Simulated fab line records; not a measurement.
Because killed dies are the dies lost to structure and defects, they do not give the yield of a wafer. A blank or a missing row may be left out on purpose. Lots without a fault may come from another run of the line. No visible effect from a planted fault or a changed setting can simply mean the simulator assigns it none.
Chamber matching ; flow nandHarc ; rieDiel-07 running NHARC_A_CONTACT_ETCH_49: 4 sister chambers
The step etches the open film in N2/H2, target depth 260 nm, time 475.3 s. 16 wafers are shown with their chamber, then 8 later ones without.

## WAFERS, EACH WITH ITS CHAMBER
wafer;chamber;showerheadPlenumPTorr (Torr);rfVppV (V);drypumpMotorCurrentA (A)
L883.1;0;2.22;435;5.9
L883.2;3;1.90;426;5.5
L883.3;2;2.00;429;6.0
L885.3;1;2.04;429;5.9
L885.5;2;2.00;430;6.0
L885.6;1;2.04;431;5.8
L886.1;0;2.21;434;5.9
L886.2;2;2.00;428;6.0
L886.5;1;2.03;430;5.9
L887.1;0;2.21;435;5.9
L887.3;1;2.03;431;5.8
L887.6;2;2.00;430;6.0
L895.1;3;1.89;426;5.6
L895.2;0;2.21;437;6.0
L895.5;3;1.89;426;5.6
L900.1;1;2.03;430;5.9

SIGNATURES, as means of the wafers listed above
reading;chamber 0;chamber 1;chamber 2;chamber 3;scatter within a chamber
showerheadPlenumPTorr;2.2125;2.0340;2.0000;1.8933;0.00467
rfVppV;435.25;430.20;429.25;426.00;0.926
drypumpMotorCurrentA;5.925;5.860;6.000;5.567;0.0467
Rule: a wafer lies at a distance from a chamber equal to the root of the sum of squares, over the readings, of (its reading less the chamber's mean, divided by the reading's scatter). If the next closest chamber is less than 2 further off than the closest, the wafer can't be placed; otherwise it belongs to the closest. The scatter is the square root of a quotient: the sum, over the shown wafers, of each reading's squared deviation from its chamber's mean, divided by wafers minus chambers.

## WAFERS WHOSE CHAMBER IS MISSING
wafer;showerheadPlenumPTorr (Torr);rfVppV (V);drypumpMotorCurrentA (A)
L900.2;2.21;435;5.9
L900.5;2.03;430;5.9
L903.2;1.88;424;5.6
L903.3;2.20;435;5.9
L903.6;1.99;430;6.0
L904.1;1.99;429;6.0
L904.3;2.20;435;5.9
L904.4;1.88;425;5.6

## EACH ONE'S CHAMBER
wafer;from the rows above;in truth
L900.2;0;0
L900.5;1;1
L903.2;3;3
L903.3;0;0
L903.6;2;2
L904.1;2;2
L904.3;0;0
L904.4;3;3
Correctly placed: 8 of 8. Not placeable from these rows: 0. Number placed wrongly: 0.
